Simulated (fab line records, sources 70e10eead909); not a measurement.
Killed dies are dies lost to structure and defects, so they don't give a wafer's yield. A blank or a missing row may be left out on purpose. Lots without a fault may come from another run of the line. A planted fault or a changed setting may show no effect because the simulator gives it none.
A struck lot beside a sound one | flow nand_harc | 15 steps out of a route of 1302
Sound: wafers L445.2, L445.5, L445.6. Struck: wafers L457.2, L457.4, L457.6. The cause comes at the end.
At each step with rows: each side's tool, then ch and its chambers, then its first start. Under that, the readings that differ: sound wafers | struck wafers | difference of the means | sigmas: that difference in standard deviations of wafers without a fault.
alike: readings whose means differ by less than 2 such deviations, and words and numbers that are the same on both sides. not compared: withheld readings, readings that some wafer has no value for, bounds like >300 that may hide the same value, and numbers for which the record gives no deviation and whose values overlap.
The two part at a step that has a row with sigmas, a row that says differs or no value, or rows on one side only. Numbers that don't overlap but have no deviation are shown without sigmas and don't part them. A reading that every wafer of one side lacks parts them only if that side has two wafers or more.

NHARC_A_CONTACT_ETCH_138: etches the open film in C4F8/O2/Ar, time 311 s, target depth 1914 nm.
  sound on har_cap_etch-01 ch 0,1, day 22 23:46; struck on har_cap_etch-03 ch 0,1, day 29 10:37
  alike: oes_air_line_au
  not compared: rf_hours_counter_h
NHARC_A_CONTACT_ETCH_139: etches the open film in C4F8/O2/Ar, time 195 s, target depth 840 nm.
  sound on har_cap_etch-01 ch 0,1, day 23 00:02; struck on har_cap_etch-03 ch 0,1, day 29 10:53
  alike: oes_air_line_au
  not compared: rf_hours_counter_h
then, 1 step without rows for these wafers: NHARC_A_CONTACT_ETCH_92 (etches the open film in CH3F/O2, target depth 40 nm, time 85.7 s).
NHARC_A_CONTACT_ETCH_98: etches the open film in C4F6/O2, target depth 20 nm, time 10 s.
  sound on rie_diel-06 ch 0,3; struck on rie_diel-02 ch 0,1,2
  alike: drypump_motor_current_A, o2_flow_sccm, oes_product_au, rf_vpp_V, showerhead_plenum_p_Torr, throttle_valve_pct
  not compared: rf_hours_counter_h
NHARC_A_CONTACT_CD_MEAS_15:
  sound on cd_sem-01, day 23 00:46; struck on cd_sem-01, day 29 11:38
  alike: cd_nm
then, 4 steps without rows for these wafers: NHARC_A_CONTACT_STRIP_107 (strips in N2/H2); NHARC_A_CONTACT_STRIP_108 (strips in CF4/CHF3); NHARC_A_CONTACT_STRIP_109 (strips in O2/COS); NHARC_A_CONTACT_ETCH_110 (etches the open film in CF4/O2, target depth 60 nm, overetch 6 nm, time 33 s).
NHARC_A_CONTACT_STRIP_26: strips in O2.
  sound on rie_diel-09 ch 0,1; struck on rie_diel-09 ch 0,1,2
  alike: drypump_motor_current_A, o2_flow_sccm, oes_product_au, rf_vpp_V, showerhead_plenum_p_Torr, throttle_valve_pct
  not compared: rf_hours_counter_h
then, 1 step without rows for these wafers: NHARC_A_CONTACT_STRIP_27 (strips in post etch residue remover, time 600 s).
NHARC_A_CONTACT_ALD_18: deposits TiN, target thk 3 nm, pulse time 1 s, ald cycles 150.
  sound on ald_metal-04 ch 0,3, day 23 01:45; struck on ald_metal-01 ch 1,3, day 29 12:34
  alike: heater_power_w, precursor_pulse_height_rel, susceptor_temp_C
NHARC_A_CONTACT_CVD_19: deposits W, target thk 300 nm, time 802 s.
  sound on cvd_w-02 ch 0,1, day 23 02:02; struck on cvd_w-01 ch 0,1, day 29 13:53
  alike: heater_power_w, susceptor_temp_C, throttle_valve_pct
NHARC_A_CONTACT_CMP_20: polishes, t overpolish 30 s, target thk 300 nm.
  sound on cmp-04 ch 1,2, day 23 02:56; struck on cmp-03 ch 0,2,3, day 29 14:45
  reading                | sound    | struck      | difference | sigmas
  time_to_endpoint_s (s) | 60 64 62 | 113 124 110 | +54        | +16
  alike: edge_zone_pressure_frac, motor_current_A, overpolish_run_s
-- the record jumps here: 3 days lie between the struck wafers' starts before and after (it left off in module A_CONTACT and takes up again in module END, whose first step shown is number 1302 of the route) --
NHARC_END_SORT_01:
  sound on prober-02 ch 0, day 24 20:25; struck on prober-02 ch 0, day 32 08:29
  alike: killed_at_array, killed_at_other, killed_at_periphery, killed_dies, killed_open, killed_short

WHERE THEY PART
Only at NHARC_A_CONTACT_CMP_20, within this record. Later steps at which nothing parts them and some readings are alike: NHARC_END_SORT_01.

WHY: what the simulator had put in
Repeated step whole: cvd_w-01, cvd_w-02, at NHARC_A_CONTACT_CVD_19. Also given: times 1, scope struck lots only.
